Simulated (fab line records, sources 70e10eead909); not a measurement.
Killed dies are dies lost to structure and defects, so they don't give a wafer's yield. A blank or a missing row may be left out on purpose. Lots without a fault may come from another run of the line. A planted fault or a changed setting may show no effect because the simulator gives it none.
fab line records | flow nand_harc
record lots=6 wafers=17 last_day=33
route steps=1302 shown A_CONTACT@1012 END@1302
lots that met no fault: from a run of the same line without faults
start_h: hours from the record's first day to the start of the lot's first wafer shown | wait_h: hours since the lot's step before | " the same as in the row above | L1.1+2: a row that stands for several wafers | - no value, or no start given | * or withheld: withheld | < > ~ a bound
route shown NAME@n: a module of which the file shows steps, and the number in the route of the first | usual: mean/standard deviation of fault-free wafers | same: alike in all rows | chamber/n: place in a boat | sites: the reading at each site | _std_site: their standard deviation | _edge_site: outer sites' mean less inner sites' | radius_mm: how far each site lies from the wafer's centre | mask NAME#n: copy n | behind: the tool/chamber that last shaped the wafer | hold: why the lot was held/for how many hours/how that ended | device: the transistor (n, p or np) that didn't switch | end of line: the same wafers' tests at the end of the route | a step without rows: its recipe alone | killed: dies lost to structure and defects at the first sort, not the wafer's yield | map: a wafer's dies, x killed, . not, _ none there
set.NAME: the setting as run; set.NAME@STEP: as run at that earlier step | model.NAME: the simulator's own value behind a step, which no gauge read
lots at some steps of the route; a table a step, a row a wafer
services: from which hour (start_h, from the record's first day; less than 0 if before it) a tool's chamber was out of use, for how many hours, and why
## steps
# step NHARC_A_CONTACT_ETCH_118
# recipe source_w=withheld pressure_mtorr=20 bias_v=3000 time_s=190 target_depth_a=18500 ar_flow_sccm=withheld c4f8_flow_sccm=withheld o2_flow_sccm=withheld chemistry=C4F8/O2/Ar
# step NHARC_A_CONTACT_ETCH_119
# recipe source_w=withheld pressure_mtorr=20 bias_v=3000 time_s=190 target_depth_a=18500 ar_flow_sccm=withheld c4f8_flow_sccm=withheld o2_flow_sccm=withheld chemistry=C4F8/O2/Ar
# step NHARC_A_CONTACT_ETCH_120
# recipe source_w=withheld pressure_mtorr=20 bias_v=3000 time_s=190 target_depth_a=18500 ar_flow_sccm=withheld c4f8_flow_sccm=withheld o2_flow_sccm=withheld chemistry=C4F8/O2/Ar
# columns lot.wafer tool chamber start_h wait_h rf_hours_counter_h
L165.4 har_cap_etch-03 1 539.54 0.1 -
L165.5 " 0 " " -
L165.6 " 1 " " -
L167.1 har_cap_etch-02 1 569.18 0.1 99
L167.2 " 0 " " 99
L167.6 " 0 " " -
L171.3 har_cap_etch-03 1 613.70 0.1 -
L171.6 " 1 " " -
L171.5 " 0 " " -
L172.2 har_cap_etch-02 0 622.89 0.1 108
L172.4 " 0 " " -
L179.4 har_cap_etch-02 0 689.46 0.1 -
L179.5 " 0 " " -
L179.6 " 1 " " -
L181.1 har_cap_etch-03 1 713.98 0.1 80
L181.3 " 1 " " -
L181.4 " 0 " " -
# step NHARC_A_CONTACT_ETCH_121
# recipe source_w=withheld pressure_mtorr=20 bias_v=3000 time_s=190 target_depth_a=18500 ar_flow_sccm=withheld c4f8_flow_sccm=withheld o2_flow_sccm=withheld chemistry=C4F8/O2/Ar
# columns lot.wafer tool chamber start_h wait_h rf_hours_counter_h
L165.4 har_cap_etch-03 1 539.72 0.1 -
L165.5 " 0 " " -
L165.6 " 1 " " -
L167.1 har_cap_etch-02 1 569.35 0.1 99
L167.2 " 0 " " 99
L167.6 " 0 " " -
L171.3 har_cap_etch-03 1 613.87 0.1 -
L171.6 " 1 " " -
L171.5 " 0 " " -
L172.2 har_cap_etch-02 0 623.05 0.1 108
L172.4 " 0 " " -
L179.4 har_cap_etch-02 0 689.63 0.1 -
L179.5 " 0 " " -
L179.6 " 1 " " -
L181.1 har_cap_etch-03 1 714.14 0.1 80
L181.3 " 1 " " -
L181.4 " 0 " " -
# step NHARC_A_CONTACT_ETCH_122
# recipe source_w=withheld pressure_mtorr=20 bias_v=3000 time_s=190 target_depth_a=18500 ar_flow_sccm=withheld c4f8_flow_sccm=withheld o2_flow_sccm=withheld chemistry=C4F8/O2/Ar
# step NHARC_A_CONTACT_ETCH_123
# recipe source_w=withheld pressure_mtorr=20 bias_v=400 time_s=490 target_depth_a=21100 ar_flow_sccm=withheld c4f8_flow_sccm=11.5 o2_flow_sccm=7.2 chemistry=C4F8/O2/Ar
# columns lot.wafer tool chamber start_h wait_h rf_hours_counter_h
L165.4 har_cap_etch-03 1 540.23 0.3 -
L165.5 " 0 " " -
L165.6 " 1 " " -
L167.1 har_cap_etch-02 1 569.69 0.1 99
L167.2 " 0 " " 99
L167.6 " 0 " " -
L171.3 har_cap_etch-03 1 614.33 0.3 -
L171.6 " 1 " " -
L171.5 " 0 " " -
L172.2 har_cap_etch-02 0 623.40 0.1 109
L172.4 " 0 " " -
L179.4 har_cap_etch-02 0 690.09 0.3 -
L179.5 " 0 " " -
L179.6 " 1 " " -
L181.1 har_cap_etch-03 1 714.61 0.2 80
L181.3 " 1 " " -
L181.4 " 0 " " -
# step NHARC_A_CONTACT_ETCH_90
# recipe target_depth_a=400 over_etch_frac=0.5 time_s=85.7 ion_energy_ev=120 ch3f_flow_sccm=50 o2_flow_sccm=30 ar_flow_sccm=200 rf_w=500 bias_w=100 chemistry=CH3F/O2
# step NHARC_A_CONTACT_ETCH_96
# recipe target_depth_a=200 over_etch_frac=0.5 time_s=10 ion_energy_ev=250 c4f6_flow_sccm=25 o2_flow_sccm=20 ar_flow_sccm=500 rf_w=600 bias_w=500 chemistry=C4F6/O2
# usual bias_w=500.0/1.5 c4f6_flow_sccm=25.00/0.071 drypump_motor_current_A=5.80/0.26 oes_product_au=0.98/0.031 rf_vpp_V=545/3.3 showerhead_plenum_p_Torr=3.82/0.15 throttle_valve_pct=26.904/0.0087
# same over_etch_frac=0.5
# columns lot.wafer tool chamber start_h wait_h bias_w c4f6_flow_sccm drypump_motor_current_A oes_product_au rf_hours_counter_h rf_vpp_V showerhead_plenum_p_Torr throttle_valve_pct
L165.4 rie_diel-10 0 - - 501.0 24.96 5.62 1.01 19 543 3.72 26.902
L165.6 " 0 " " 500.5 25.04 5.61 1.02 - 543 3.72 26.902
L165.5 " 1 " " 499.5 25.12 5.64 1.00 - 547 4.03 26.892
L167.2 rie_diel-10 2 - - 500.8 25.10 5.91 1.01 25 540 3.66 26.900
L167.1 " 0 " " 501.1 25.06 5.61 1.02 23 542 3.72 26.907
L167.6 " 2 " " 502.5 25.03 5.89 1.02 - 542 3.66 26.918
L171.3 rie_diel-01 2 - - 501.1 25.07 6.00 0.97 14 543 3.76 26.911
L171.5 " 1 " " 502.0 24.97 6.53 0.96 - 544 3.79 26.901
L171.6 " 2 " " 498.0 24.97 6.01 0.98 - 544 3.76 26.896
L172.4 rie_diel-10 2 - - 501.0 25.10 5.92 0.93 3 542 3.65 26.909
L172.2 " 3 " " 501.3 25.05 5.82 0.95 4 545 3.74 26.925
L179.4 rie_diel-10 3 - - 502.7 25.07 5.81 0.94 17 543 3.73 26.897
L179.6 " 1 " " 499.6 25.03 5.63 0.94 - 548 4.02 26.907
L179.5 " 2 " " 501.2 25.03 5.93 0.94 - 541 3.65 26.907
L181.3 rie_diel-01 2 - - 499.5 25.02 6.00 0.95 41 543 3.75 26.909
L181.1 " 3 " " 500.6 25.05 6.52 0.95 54 544 3.87 26.910
L181.4 " 0 " " 500.3 24.98 5.66 0.93 53 544 3.86 26.900
# step NHARC_A_CONTACT_CD_MEAS_53
# usual cd_nm=289.4/0.84
# columns lot.wafer tool chamber start_h wait_h cd_nm
L165.4 cd_sem-02 - 541.44 - 289.0
L165.5 " - " " 288.5
L165.6 " - " " 287.2
L167.1 cd_sem-03 - 570.88 - 289.5
L167.2 " - " " 289.6
L167.6 " - " " 290.0
L171.3 cd_sem-02 - 615.36 - 290.0
L171.5 " - " " 290.6
L171.6 " - " " 290.2
L172.2 cd_sem-01 - 624.59 - 289.6
L172.4 " - " " 289.8
L179.4 cd_sem-02 - 691.13 - 290.0
L179.5 " - " " 290.6
L179.6 " - " " 289.2
L181.1 cd_sem-02 - 715.97 - 289.8
L181.3 " - " " 289.9
L181.4 " - " " 288.7
# step NHARC_A_CONTACT_STRIP_99
# recipe n2_flow_sccm=150 h2_flow_sccm=150 ar_flow_sccm=0 bias_w=0 chemistry=N2/H2
# step NHARC_A_CONTACT_STRIP_100
# recipe cf4_flow_sccm=100 chf3_flow_sccm=30 ar_flow_sccm=0 bias_w=0 chemistry=CF4/CHF3
# step NHARC_A_CONTACT_STRIP_101
# recipe o2_flow_sccm=400 cos_flow_sccm=20 ar_flow_sccm=0 bias_w=0 chemistry=O2/COS
# step NHARC_A_CONTACT_ETCH_102
# recipe target_depth_a=1000 overetch_a=100 time_s=55 ion_energy_ev=100 cf4_flow_sccm=80 o2_flow_sccm=20 ar_flow_sccm=0 rf_w=300 bias_w=100 chemistry=CF4/O2
# usual bias_w=100.0/0.31 drypump_motor_current_A=5.79/0.3 oes_product_au=1.002/0.011 rf_vpp_V=197.0/1.3 showerhead_plenum_p_Torr=1.30/0.051 throttle_valve_pct=13.397/0.0087
# columns lot.wafer tool chamber start_h wait_h bias_w drypump_motor_current_A oes_product_au rf_hours_counter_h rf_vpp_V showerhead_plenum_p_Torr throttle_valve_pct
L165.4 rie_diel-01 3 541.73 0.1 100.3 6.45 0.984 47 198.1 1.33 13.395
L165.6 " 1 " " 99.9 6.48 0.985 - 197.2 1.29 13.381
L165.5 " 2 " " 99.8 5.99 0.991 - 197.3 1.28 13.391
L167.1 rie_diel-10 2 571.18 0.1 99.7 5.91 1.011 25 197.0 1.24 13.385
L167.2 " 3 " " 100.4 5.81 1.009 24 196.1 1.27 13.394
L167.6 " 2 " " 100.2 5.89 1.005 - 195.9 1.24 13.389
L171.3 rie_diel-10 3 615.65 0.1 100.5 5.80 1.015 1 197.0 1.27 13.388
L171.5 " 2 " " 100.0 5.87 0.988 - 196.0 1.24 13.401
L171.6 " 3 " " 99.9 5.83 0.937 - 196.2 1.27 13.400
L172.4 rie_diel-10 1 624.88 0.1 100.0 5.60 0.918 3 198.5 1.37 13.394
L172.2 " 3 " " 100.5 5.79 1.005 4 196.8 1.27 13.390
L179.4 rie_diel-01 0 691.42 0.1 99.9 5.65 1.006 45 197.4 1.31 13.395
L179.6 " 2 " " 99.8 5.98 1.016 - 196.5 1.27 13.396
L179.5 " 3 " " 100.5 6.45 1.010 - 197.4 1.32 13.394
L181.1 rie_diel-01 1 716.27 0.0 100.1 6.46 1.007 47 195.7 1.28 13.401
L181.3 " 2 " " 99.8 5.98 0.999 41 196.3 1.27 13.380
L181.4 " 0 " " 99.6 5.65 0.998 53 197.5 1.31 13.397
# step NHARC_A_CONTACT_STRIP_55
# recipe o2_flow_sccm=500 ar_flow_sccm=0 bias_w=0 chemistry=O2
# usual drypump_motor_current_A=5.80/0.3 oes_product_au=1.003/0.012 rf_vpp_V=57.4/0.89 showerhead_plenum_p_Torr=3.43/0.13 throttle_valve_pct=17.035/0.0094
# same bias_w=0
# columns lot.wafer tool chamber start_h wait_h drypump_motor_current_A oes_product_au rf_hours_counter_h rf_vpp_V showerhead_plenum_p_Torr throttle_valve_pct
L165.4 rie_diel-01 1 - - 6.50 0.998 54 55.6 3.41 17.051
L165.6 " 0 " " 5.71 1.000 - 56.6 3.50 17.040
L165.5 " 1 " " 6.50 0.998 - 58.5 3.41 17.030
L167.2 rie_diel-10 2 - - 5.91 1.000 25 57.9 3.28 17.030
L167.1 " 3 " " 5.81 1.025 24 57.0 3.36 17.023
L167.6 " 0 " " 5.62 1.017 - 58.9 3.34 17.029
L171.3 rie_diel-10 1 - - 5.65 0.991 1 58.3 3.62 17.047
L171.6 " 1 " " 5.62 0.981 - 58.7 3.62 17.034
L171.5 " 2 " " 5.93 0.988 - 57.2 3.28 17.039
L172.4 rie_diel-10 2 - - 5.89 0.985 3 56.3 3.28 17.024
L172.2 " 3 " " 5.81 1.001 4 56.9 3.36 17.037
L179.4 rie_diel-01 2 - - 6.00 1.013 34 57.4 3.37 17.025
L179.6 " 3 " " 6.48 1.012 - 57.1 3.49 17.021
L179.5 " 0 " " 5.70 1.004 - 57.8 3.48 17.037
L181.4 rie_diel-01 2 - - 6.00 1.004 41 57.8 3.37 17.032
L181.1 " 3 " " 6.49 1.020 54 58.0 3.48 17.040
L181.3 " 0 " " 5.69 0.992 53 56.7 3.47 17.035
# step NHARC_END_SORT_01
# recipe temp_c=25
# usual killed_at_array=54/21 killed_at_other=1.0/1.2 killed_at_periphery=3.6/2.6 killed_dies=58/20 killed_open=3.3/1.9 killed_short=2.6/1.5
# same gross_dies=677
# columns lot.wafer tool chamber start_h wait_h killed_at_array killed_at_other killed_at_periphery killed_dies killed_open killed_short
L167.2 prober-02 0 635.53 2.8 42 0 2 44 0 1
L171.3 prober-02 0 689.03 3.1 18 1 1 20 0 3
L171.5 prober-02 0 690.65 3.7 21 0 4 25 4 3
L171.6 prober-02 0 691.46 4.0 613 1 1 615 5 2
# killed by level:class
L167.2 A_SLIT:chamber_film_flake=28 A_CHANNEL_HOLE_D2:chamber_film_flake=6 P_GATE:chamber_film_flake=2 A_CHANNEL_HOLE_D1:chamber_film_flake=2 A_CONTACT:chamber_film_flake=2 A_M1:geometric_particle:short=1 A_CHANNEL_FILL_D2:chamber_film_flake=1 A_STAIRCASE:chamber_film_flake=1
L171.3 A_CHANNEL_HOLE_D1:chamber_film_flake=6 A_WL_FILL:chamber_film_flake=5 A_CHANNEL_FILL_D2:chamber_film_flake=2 A_DECK1_JOINT:geometric_particle:short=1 A_ONON_D2:geometric_particle:short=1 A_M0:geometric_particle:short=1 P_GATE:chamber_film_flake=1 A_STAIRCASE:chamber_film_flake=1
L171.5 A_CHANNEL_HOLE_D1:chamber_film_flake=5 A_WL_FILL:chamber_film_flake=4 A_STAIRCASE:chamber_film_flake=3 A_ONON_D1:geometric_particle:short=2 A_SLIT:chamber_film_flake=2 P_GATE:geometric_particle:open=1 P_M0:geometric_particle:open=1 A_ONON_D1:geometric_particle:open=1
L171.6 A_CONTACT:area_etch=591 A_CHANNEL_HOLE_D1:chamber_film_flake=6 A_WL_FILL:chamber_film_flake=5 A_ONON_D2:geometric_particle:open=2 A_SLIT:chamber_film_flake=2 P_M1:geometric_particle:short=1 A_CHANNEL_HOLE_D2:geometric_particle:short=1 A_CHANNEL_FILL_D2:geometric_particle:open=1
## services
# columns tool chamber start_h hours kind
har_cap_etch-02 - 522.58 0.5 repair
rie_diel-10 0 526.96 - clean
rie_diel-10 1 526.96 - clean
rie_diel-10 2 526.96 - clean
rie_diel-10 3 526.96 - clean
rie_diel-10 - 542.03 2.6 repair
rie_diel-10 0 551.54 - clean
rie_diel-10 1 551.54 - clean
rie_diel-10 2 551.54 - clean
rie_diel-10 3 551.54 - clean
rie_diel-01 - 562.26 9.0 pm
rie_diel-10 0 576.04 - clean
rie_diel-10 1 576.04 - clean
rie_diel-10 2 576.04 - clean
rie_diel-10 3 576.04 - clean
rie_diel-10 - 596.96 9.0 pm
rie_diel-10 0 596.96 9.0 vent_cycle
rie_diel-10 1 596.96 9.0 vent_cycle
rie_diel-10 2 596.96 9.0 vent_cycle
rie_diel-01 2 619.29 19.1 repair
har_cap_etch-02 - 663.10 0.2 repair
rie_diel-01 - 693.68 0.3 repair
rie_diel-10 3 702.51 7.9 repair
rie_diel-10 0 709.55 4.3 repair
## key
first_sign step=NHARC_A_CONTACT_ETCH_102 reading=oes_product_au direction=down sigmas=6.7 usual=1.002 struck=0.927
effect step=NHARC_END_SORT_01 reading=killed_dies direction=up sigmas=27 usual=58 struck=615
more_kills_born_at NHARC_A_CONTACT_ETCH_102@rie_diel-10=591
met_at NHARC_A_CONTACT_ETCH_102
struck_wafers L171.6,L172.4
later_rows_left_out L171.6,L172.4
sort_left_out L172.4
tester_left_out L171,L172
onset_between 571.18 615.65
fault kind=process_parameter_drift tool=rie_diel-10 chamber=- onset_h=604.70 steps=NHARC_A_CONTACT_ETCH_102 channel=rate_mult offset=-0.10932 shape=step end_h=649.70 scope=struck_wafers_only
# tester_left_out: of these lots the tester's yield and bins aren't shown, on N5 and GAA mostly nor the transistor test; their killed dies are dies lost to structure and defects alone, not to doping, threshold or leakage, so they don't give the yield
# sort_left_out: the simulated sort isn't trusted on such a fault, so these wafers' sort isn't shown, and their yield isn't known
# later_rows_left_out: the simulator's readings of these wafers behind a module that went badly wrong aren't trusted and aren't shown, but for the sort
